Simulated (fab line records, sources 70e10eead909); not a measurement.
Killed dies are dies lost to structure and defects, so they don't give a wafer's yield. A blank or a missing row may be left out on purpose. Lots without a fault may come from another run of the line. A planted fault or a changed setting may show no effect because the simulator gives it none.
Problem report in the 8D (eight disciplines) form, filled by code | flow nand_harc | the parts of the form that need people (team, actions taken, sign-off) are left out

1. THE PROBLEM
raw_defect_count at NHARC_A_CONTACT_INSPECT_44 reads a mean of 710 on 6 wafers of 2 lots; wafers without a fault read 71 with a standard deviation of 40. That is +16 standard deviations from the usual mean.
First seen on wafer L625.1, day 25 22:58, on defect_inspect-02. The record holds 39 wafers of 13 lots with a number at this step. Rule for "out", or "out of limits": more than 4 standard deviations from the usual mean. The other wafers with a number count as sound.

2. WHAT IT IS AND WHAT IT IS NOT
question                    | is                                   | is not
which readings at this step | raw_defect_count                     | -
which lots                  | L625, L628                           | L615, L617, L618, L619, L632, L633, L634, L635, L636, L637, L638
which wafers of those lots  | all that have a number               | -
read on which gauges        | defect_inspect-01, defect_inspect-02 | -
when                        | from day 25 22:58                    | up to then (12 sound wafers); but 21 sound wafers of L632, L633, L634, L635, L636, L637, L638 came after

3. SUSPECTS, AND WHAT RULES EACH OUT
Counting: a tool at a process step up to the reading stays a suspect if it ran every lot that is out and no sound lot after the first of them.
- the gauge at NHARC_A_CONTACT_INSPECT_44: ruled out. The wafers that are out were read on 2 gauges (defect_inspect-01, defect_inspect-02).
- pecvd-01 at NHARC_A_CONTACT_DEP_29 (deposits SiON, target thk 100 nm): ruled out as a lasting fault. Sound lots L637, L638 ran on it after its first lot that is out, L625 (day 25 22:07).
Left after counting: nothing in the record.

4. THE CAUSE (what the simulator had put in)
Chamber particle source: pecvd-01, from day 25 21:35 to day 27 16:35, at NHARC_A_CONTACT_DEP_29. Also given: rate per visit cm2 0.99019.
Counting ruled it out, wrongly: the rule takes a fault to strike every lot that its tool runs from its start on, and this one did not.

5. THE CHAIN OF EFFECTS, in route order
Each row: a reading whose mean over the struck wafers that have a number lies more than 3 standard deviations from the usual. Only readings for which the record gives a usual standard deviation are gone through. hours: the time from each lot's start at the first step in this table that gives one to its start at this step, as a median over the lots. sigmas: the change in usual standard deviations.
hours | step                       | reading          | usual | on struck wafers | change | sigmas
0     | NHARC_A_CONTACT_INSPECT_44 | raw_defect_count | 71    | 710              | +639   | +16
70    | NHARC_END_SORT_01          | killed_at_array  | 46    | 105              | +59    | +3.7
70    | NHARC_END_SORT_01          | killed_dies      | 51    | 108              | +58    | +3.4

6. WHAT WOULD HAVE CAUGHT IT SOONER
In this record the first reading out of limits at a measuring or inspecting step was taken at day 25 22:58, 1 hour after the fault began at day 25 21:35.
Of the tool readings at NHARC_A_CONTACT_DEP_29 for which the record gives a usual standard deviation, none was out on any struck wafer, so an alarm limit of 4 standard deviations on them would not have fired.
